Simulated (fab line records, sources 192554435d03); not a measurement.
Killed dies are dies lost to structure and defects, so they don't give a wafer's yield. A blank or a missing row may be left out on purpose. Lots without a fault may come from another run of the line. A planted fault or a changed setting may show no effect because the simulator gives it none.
Chamber matching | flow n5_finfet | N5_BEOL_M4_ALD_84 on ald_metal-03: 4 sister chambers
The step deposits TaN, pulse time 2 s, purge time 3 s, co reactant purge time 2 s. 4 wafers are shown with their chamber, then 7 later ones without.

WAFERS WITH THEIR CHAMBER
wafer  | chamber | heater_power_w (W)
L087.2 | 0       | 368
L087.6 | 2       | 418
L088.2 | 1       | 328
L088.5 | 3       | 424

WAFERS WITHOUT THEIR CHAMBER
wafer  | heater_power_w (W)
L088.6 | 421
L093.1 | 328
L093.4 | 371
L093.5 | 346
L082.1 | 434
L082.3 | 417
L082.6 | 438

WHICH CHAMBER EACH WENT THROUGH
wafer  | from the rows above     | in truth
L088.6 | can't be placed: 2 or 3 | 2
L093.1 | 1                       | 1
L093.4 | 0                       | 0
L093.5 | can't be placed: 1 or 0 | 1
L082.1 | can't be placed: 3 or 2 | 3
L082.3 | can't be placed: 2 or 3 | 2
L082.6 | can't be placed: 3 or 2 | 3
Placed correctly: 2 of 7. Can't be placed from these rows: 5 (the true chamber is among the candidates in 5). Placed wrongly: 0.
How it was worked out, from the rows above alone: a wafer's distance from a chamber is the root of the sum, over the readings, of the square of ((its reading less the chamber's mean) divided by the reading's scatter). The wafer belongs to the nearest chamber; if the next one is less than 2 further off, it can't be placed. A chamber's mean is the mean of its shown wafers. The scatter: with one shown wafer a chamber, the root of the mean of the squares of how far each hidden wafer lies from its nearest shown one.
